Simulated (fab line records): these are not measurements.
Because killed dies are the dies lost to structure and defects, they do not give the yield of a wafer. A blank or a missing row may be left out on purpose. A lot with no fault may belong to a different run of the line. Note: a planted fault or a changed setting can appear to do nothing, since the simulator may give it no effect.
Matching of chambers ; flow n5 finfet ; 3 sister chambers for N5_BEOL_M0_DEP_125 on pecvd-04
The step deposits SiCN from 3MS/NH3, target thk 8 nm, time 14 s. 6 wafers are shown with their chamber, then 9 later ones without.

## EACH WAFER AND ITS CHAMBER
wafer;chamber;throttle valve pct (%);rf fwd power W (W)
L082.3;2;8.3;200.0
L090.2;0;8.8;200.9
L090.5;1;9.5;198.9
L091.1;1;9.3;197.9
L091.3;2;8.6;199.8
L091.5;0;8.9;200.7

## WAFERS MISSING THEIR CHAMBER
wafer;throttle valve pct (%);rf fwd power W (W)
L094.2;8.3;200.1
L094.4;8.5;200.0
L094.6;8.9;200.5
L096.1;9.3;198.4
L096.5;9.0;201.1
L096.6;8.6;199.6
L097.2;9.1;199.7
L097.5;8.9;199.7
L097.6;9.3;200.2

## CHAMBER TAKEN BY EACH
wafer;from the rows above;in truth
L094.2;2;2
L094.4;2;2
L094.6;0;0
L096.1;1;1
L096.5;0;0
L096.6;2;2
L097.2;can't be placed: 0 or 1 or 2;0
L097.5;can't be placed: 0 or 2 or 1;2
L097.6;can't be placed: 0 or 1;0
Correct placement for 6 of the 9. These rows do not allow placing 3 (true chamber among the candidates in 3). Placed wrongly: 0.
How it was worked out, from the rows above alone: a wafer's distance from a chamber is the root of the sum, over the readings, of the square of ((its reading less the chamber's mean) divided by the reading's scatter). If the next closest chamber is less than 2 further off than the closest, the wafer can't be placed; otherwise it belongs to the closest. For every chamber, the mean is computed from those of its wafers that are shown. The scatter: the root of (the sum of the squares of (reading less its chamber's mean) over the shown wafers, divided by (wafers less chambers)).
